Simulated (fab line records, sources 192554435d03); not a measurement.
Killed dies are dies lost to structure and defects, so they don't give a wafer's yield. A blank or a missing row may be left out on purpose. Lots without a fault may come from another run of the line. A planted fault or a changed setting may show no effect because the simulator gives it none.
Split-lot experiment | flow n5_finfet | 7 lots, 21 wafers read, on a route of 1938 steps

THE SPLIT
At N5_BEOL_M14_COAT_66 (time 60 s, resist thk 110 nm), the setting spin_rpm was moved away from the recipe's 1500 rpm on 10 of the 21 wafers read, by -8.5% to +8.3%. The other wafers ran this setting at the recipe's value.

FROM THE SPLIT TO THE READING: what the file shows between them, 2 steps
- N5_BEOL_M14_DESCUM_33: chemistry O2, time 7.9 s (also split here: time_s)
- N5_BEOL_M14_ETCH_67: etches SiARC in CF4, target depth 143 nm, time 238.3 s

THE READING
SiARC_of_BEOL_M14_COAT_66.thk_nm (the simulator's own value, which no gauge read), in nm, at N5_BEOL_M14_ETCH_68 (etches SOC in N2/H2, time 450 s). The file gives no usual value for it. The 11 wafers here that ran the recipe average 64.9 nm, standard deviation 0.41 nm.

wafer  | tool, chamber at the split | spin_rpm as run, rpm | against the recipe | SiARC_of_BEOL_M14_COAT_66.thk_nm, nm | against lot-mates on the recipe
L076.1 | litho_track-04, 0          | 1590                 | +6.0%              | 61.4                                 | -3.5
L076.4 | litho_track-04, 0          | 1500                 | recipe             | 65.2                                 | -
L076.6 | litho_track-04, 0          | 1500                 | recipe             | 64.6                                 | -
L081.1 | litho_track-04, 0          | 1500                 | recipe             | 64.8                                 | -
L081.2 | litho_track-04, 0          | 1377                 | -8.2%              | 69.2                                 | +4.4
L081.3 | litho_track-04, 0          | 1377                 | -8.2%              | 69.8                                 | +5.0
L083.1 | litho_track-05, 0          | 1500                 | recipe             | 65.4                                 | -
L083.4 | litho_track-05, 0          | 1625                 | +8.3%              | 61.4                                 | -4.0
L083.5 | litho_track-05, 0          | 1625                 | +8.3%              | 61.2                                 | -4.2
L088.1 | litho_track-02, 0          | 1372                 | -8.5%              | 69.2                                 | +4.2
L088.2 | litho_track-02, 0          | 1500                 | recipe             | 65                                   | -
L088.3 | litho_track-02, 0          | 1372                 | -8.5%              | 70                                   | +5.0
L089.3 | litho_track-05, 0          | 1393                 | -7.1%              | 68.2                                 | +3.8
L089.4 | litho_track-05, 0          | 1393                 | -7.1%              | 68.6                                 | +4.2
L089.6 | litho_track-05, 0          | 1500                 | recipe             | 64.4                                 | -
L096.1 | litho_track-02, 0          | 1500                 | recipe             | 64.8                                 | -
L096.4 | litho_track-02, 0          | 1500                 | recipe             | 65.2                                 | -
L096.6 | litho_track-02, 0          | 1500                 | recipe             | 65.6                                 | -
L097.3 | litho_track-04, 0          | 1500                 | recipe             | 64.2                                 | -
L097.4 | litho_track-04, 0          | 1432                 | -4.5%              | 66.2                                 | +1.8
L097.6 | litho_track-04, 0          | 1500                 | recipe             | 64.6                                 | -

THE FIT
A straight line over all 21 wafers: SiARC_of_BEOL_M14_COAT_66.thk_nm changes by -0.504 nm for each +1% of spin_rpm; r = -0.98; the points scatter about the line by 0.52 nm.
The same after taking each lot's own level away (the mean of its wafers on the recipe; 21 wafers): -0.535 nm for each +1%; r = -0.99; scatter 0.34 nm.
On that fit, the largest move of spin_rpm shifts the reading by 4.6 nm.
The lots' own levels span 64.40 to 65.40 nm, that is 2.4 times the standard deviation above.
So the lot-to-lot level changes the slope little: the two slopes agree.
Check: with one of the wafers moved furthest among these (-8.5%) left out of the fit, the line predicts +4.67 nm for it against its lot-mates. It came out at +4.2 nm against them.

OTHER SPLITS ON THESE WAFERS
These wafers also went through other splits before the reading. Each is held against what the fit with the lots' levels taken away leaves over:
other split on the same wafers | wafers away from the commonest value | r with SiARC_of_BEOL_M14_COAT_66.thk_nm (lot level and that fit taken away)
N5_BEOL_M11_EXPOSE_25 dose_mj  | 3                                    | +0.11
N5_BEOL_M11_DEP_56 time_s      | 6                                    | -0.02
N5_BEOL_M13_COAT_65 spin_rpm   | 6                                    | +0.02
N5_BEOL_M14_DESCUM_33 time_s   | 5                                    | +0.26

THE WHOLE CHAIN: every reading that the file lists as answering this split, in the file's order
step                | what it does                                           | reading                                                                           | change (the file's fit)               | r (the file's)
N5_BEOL_M14_COAT_66 | time 60 s, resist thk 110 nm                           | SiARC_of_BEOL_M14_COAT_66.thk_nm (the simulator's own value, which no gauge read) | -0.549 nm for each +1% of the setting | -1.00
N5_BEOL_M14_ETCH_67 | etches SiARC in CF4, target depth 143 nm, time 238.3 s | etch_rf_on_time_s                                                                 | withheld for each +1% of the setting  | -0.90
N5_BEOL_M14_ETCH_67 | etches SiARC in CF4, target depth 143 nm, time 238.3 s | etch.depth_nm (the simulator's own value, which no gauge read)                    | -0.546 nm for each +1% of the setting | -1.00
N5_BEOL_M14_ETCH_67 | etches SiARC in CF4, target depth 143 nm, time 238.3 s | coat_of_BEOL_M14_COAT_22.thk_nm (the simulator's own value, which no gauge read)  | +0.288 nm for each +1% of the setting | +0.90
N5_BEOL_M14_ETCH_68 | etches SOC in N2/H2, time 450 s                        | SiARC_of_BEOL_M14_COAT_66.thk_nm (the simulator's own value, which no gauge read) | -0.535 nm for each +1% of the setting | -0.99

THE FILE'S OWN FIT
SiARC_of_BEOL_M14_COAT_66.thk_nm changes by -0.535 nm for each +1% of spin_rpm, r = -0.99.
